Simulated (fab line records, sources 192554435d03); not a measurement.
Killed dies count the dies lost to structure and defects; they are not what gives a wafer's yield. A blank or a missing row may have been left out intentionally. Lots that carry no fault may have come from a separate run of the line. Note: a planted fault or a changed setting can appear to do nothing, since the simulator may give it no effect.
Comparing a struck lot with a sound one	flow n5Finfet	23 out of 1938 route steps
Sound: these wafers, L152.3, L152.5, L152.6. Struck: wafers L160.1, L160.5, L160.6. The cause is given at the end.
At each step with rows: each side's tool, then ch and its chambers, then its first start. Under that, the readings that differ: sound wafers	struck wafers	difference of the means	sigmas: that difference in standard deviations of wafers without a fault.
alike: words and numbers the same on both sides, and readings whose means are apart by under 2 such deviations; not compared: readings that were withheld, readings missing a value for some wafer, numbers with overlapping values and no deviation given by the record, and bounds like >300 which may hide the same value.
A row with sigmas, a row that says differs or no value, or rows on one side alone: a step with any of these is where the two part. Numbers that don't overlap but have no deviation are shown without sigmas and don't part them. A reading missing from all wafers of one side parts the sides only when that side holds two or more wafers.

first, 8 steps without rows for these wafers: N5_BEOL_M7_ANNEAL_51 (time 90 s); N5_BEOL_M7_CMP_52 (polishes, stops on SiCOH lowk, t overpolish 6.9 s, target thk 80 nm); N5_BEOL_M7_PRE_CLEAN_55 (time 15 s); N5_BEOL_M7_DEP_56 (deposits SiCN from 3MS/NH3, target thk 10 nm, time 17.5 s); N5_BEOL_M8_ILD_DEP_00 (deposits SiCOH lowk from DEMS/porogen, target thk 179.75 nm, time 33.4 s); N5_BEOL_M8_CURE_74 (cures SiCOH lowk, time 240 s); N5_BEOL_M8_PECVD_70 (deposits SiO2 from TEOS/O2, target thk 20 nm, time 22.7 s); N5_BEOL_M8_HM_DEP_02 (deposits TiN, target thk 20 nm).
N5_BEOL_M8_COAT_59: time 60 s, resist thk 100 nm.
  sound on lithoTrack-04 ch 0, day 12 00:55; struck on lithoTrack-04 ch 0, day 13 20:27
reading	sound	struck	difference	sigmas
spinSpeedRpm (rpm)	1499.7 1501.3 1500.2	1715.7 1716.7 1716.4	+215.9	+99 or more
model.SOC_of_BEOL_M8_COAT_59.thkNm (nm)	100.4 100.4 100.2	93.6 93.8 93.4	-6.7	
then, 9 steps without rows for these wafers: N5_BEOL_M8_COAT_60 (time 60 s, resist thk 35 nm); N5_BEOL_M8_COAT_05 (resist thk 90 nm); N5_BEOL_M8_EBR_07; N5_BEOL_M8_SOFTBAKE_06 (time 60 s); N5_BEOL_M8_EXPOSE_08 (exposes mask M8); N5_BEOL_M8_PEB_09 (peb time 60 s); N5_BEOL_M8_DEVELOP_10 (develop time 30 s); N5_BEOL_M8_DESCUM_16 (chemistry O2, time 7.9 s); N5_BEOL_M8_ETCH_61 (etches SiARC in CF4, target depth 45.5 nm, time 75.8 s).
N5_BEOL_M8_ETCH_62: etches SOC in N2/H2, target depth 110 nm, overetch 22 nm, time 165 s.
  sound on rieDiel-03 ch 1,2, day 12 01:28; struck on rieDiel-03 ch 1,2,3, day 13 22:34
reading	sound	struck	difference	sigmas
model.etch.depthNm (nm)	100.3 100.4 100.2	93.63 93.84 93.39	-6.68	
  alike: chamberPressureMTorr, drypumpMotorCurrentA, oesProductAu, rfVppV, showerheadPlenumPTorr, throttleValvePct
  not compared: rfHoursCounterH
then, 2 steps without rows for these wafers: N5_BEOL_M8_STRIP_68 (strips in N2/H2); N5_BEOL_M8_STRIP_67 (strips in CF4).
N5_BEOL_M8_HM_OPEN_17: chemistry Cl2/BCl3, target TiN, target depth 20 nm, overetch 6 nm.
  sound on rieMetal-03 ch 0,1, day 12 01:41; struck on rieMetal-01 ch 0,1, day 13 22:45
reading	sound	struck	difference	sigmas
model.SOC_of_BEOL_M8_COAT_59.thkNm (nm)	92.6 92.2 92.4	85.4 85.6 85.4	-6.9	
  alike: chamberPressureMTorr, drypumpMotorCurrentA, heBacksideLeakSccm, mfcCl2Sccm, oesProductAu, throttleValvePct
  not compared: rfHoursCounterH
then, 1 step without rows for these wafers: N5_BEOL_M8_STRIP_19 (strips in O2).

## WHERE THEY PART
Within this record, at N5_BEOL_M8_COAT_59 only. Later steps at which nothing parts them and some readings are alike: N5_BEOL_M8_ETCH_62, N5_BEOL_M8_HM_OPEN_17.

WHY: what had been put in by the simulator
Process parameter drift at N5_BEOL_M8_COAT_59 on lithoTrack-04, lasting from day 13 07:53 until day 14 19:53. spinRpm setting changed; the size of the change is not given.
